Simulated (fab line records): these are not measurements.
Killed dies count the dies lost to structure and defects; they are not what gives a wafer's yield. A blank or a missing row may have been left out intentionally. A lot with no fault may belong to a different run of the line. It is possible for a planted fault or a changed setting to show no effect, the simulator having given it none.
A lot that was struck, set against a sound lot ; flow nand_harc ; 13 out of 1302 route steps
Sound: these wafers, L380.3, L380.4, L380.6. Struck: wafer L373.3 (left out: L373.1, L373.4 of the same lot, which were not struck); the cause appears at the end.
Each step with rows lists, per side, the tool, then ch with its chambers, then its first start. Under that, the readings that differ: sound wafers ; struck wafers ; difference of the means ; sigmas: that difference in standard deviations of wafers without a fault.
alike: a reading whose means differ by less than 2 such deviations, as well as words and numbers matching on both sides. not compared: withheld readings; readings where some wafer has no value; bounds like >300 that might hide an equal value; numbers whose values overlap and for which the record gives no deviation.
The two part at a step that has a row with sigmas, a row that says differs or no value, or rows on one side only. Numbers that don't overlap but have no deviation are shown without sigmas and don't part them. A reading missing from all wafers of one side parts the sides only when that side holds two or more wafers.

NHARC_A_ZERO_WELL_INSPECT_17:
  sound: defect_inspect-01 at day 14 21:59; struck: defect_inspect-02 at day 11 17:06
  alike: raw_defect_count
then, 3 steps without rows for these wafers: NHARC_A_SOURCE_PLATE_PRECLEAN_00 (cleans in HF-LAST, time 60 s); NHARC_A_SOURCE_PLATE_SRD_01; NHARC_A_SOURCE_PLATE_OXIDE_02 (material SiO2, target thk 10 nm, ox time 1362 s).
NHARC_A_SOURCE_PLATE_THK_MEAS_09: measures by ellipsometry.
  sound: film_metro-02 at day 15 05:35; struck: film_metro-02 at day 12 01:06
  alike: thk_nm
then, 3 steps without rows for these wafers: NHARC_A_SOURCE_PLATE_PVD_04 (deposits WSi2, target thk 50 nm); NHARC_A_SOURCE_PLATE_CVD_03 (deposits poly-Si, target thk 200 nm, time 4000 s); NHARC_A_SOURCE_PLATE_ANNEAL_05 (time 1800 s).
NHARC_A_SOURCE_PLATE_THK_MEAS_06: measures by ellipsometry.
  sound: film_metro-01 at day 15 18:35; struck: film_metro-01 at day 12 13:38
  alike: thk_nm
NHARC_A_SOURCE_PLATE_INSPECT_08:
  sound: defect_inspect-02 at day 15 18:40; struck: defect_inspect-01 at day 12 13:44
reading;sound;struck;difference;sigmas
raw_defect_count;21 29 37;119;+90;+4
NHARC_A_ONON_D1_DEP_00: target thk 1000 nm.
  sound on pecvd_onon-02 ch 0, day 15 18:51; struck on pecvd_onon-02 ch 0, day 12 13:49
NHARC_A_ONON_D1_THK_MEAS_02: measures by ellipsometry.
  sound: film_metro-01 at day 15 19:14; struck: film_metro-02 at day 12 14:29
reading;sound;struck;difference;sigmas
thk_nm (nm);1001 1001 1000;1579;+578;+53
  not compared: hold
-- jump in the record: it breaks off in module A_ONON_D1 and resumes in module END (first step shown: number 1302 of the route), and 17 days separate the struck wafers' starts before and after --
NHARC_END_SORT_01:
  sound on prober-01 ch 0, day 32 06:17; struck on prober-02 ch 0, day 29 07:12
reading;sound;struck;difference;sigmas
hold;- - -;await_dispo/7.3h/release;no value on the sound wafers;
killed_at_array;71 68 82;674;+600;+30
killed_dies;72 73 83;677;+601;+30
  alike: killed_at_other, killed_at_periphery, killed_open, killed_short

## WHERE THEY PART
Last at NHARC_END_SORT_01 as far as this record goes, first at NHARC_A_SOURCE_PLATE_INSPECT_08.

WHY: what had been put in by the simulator
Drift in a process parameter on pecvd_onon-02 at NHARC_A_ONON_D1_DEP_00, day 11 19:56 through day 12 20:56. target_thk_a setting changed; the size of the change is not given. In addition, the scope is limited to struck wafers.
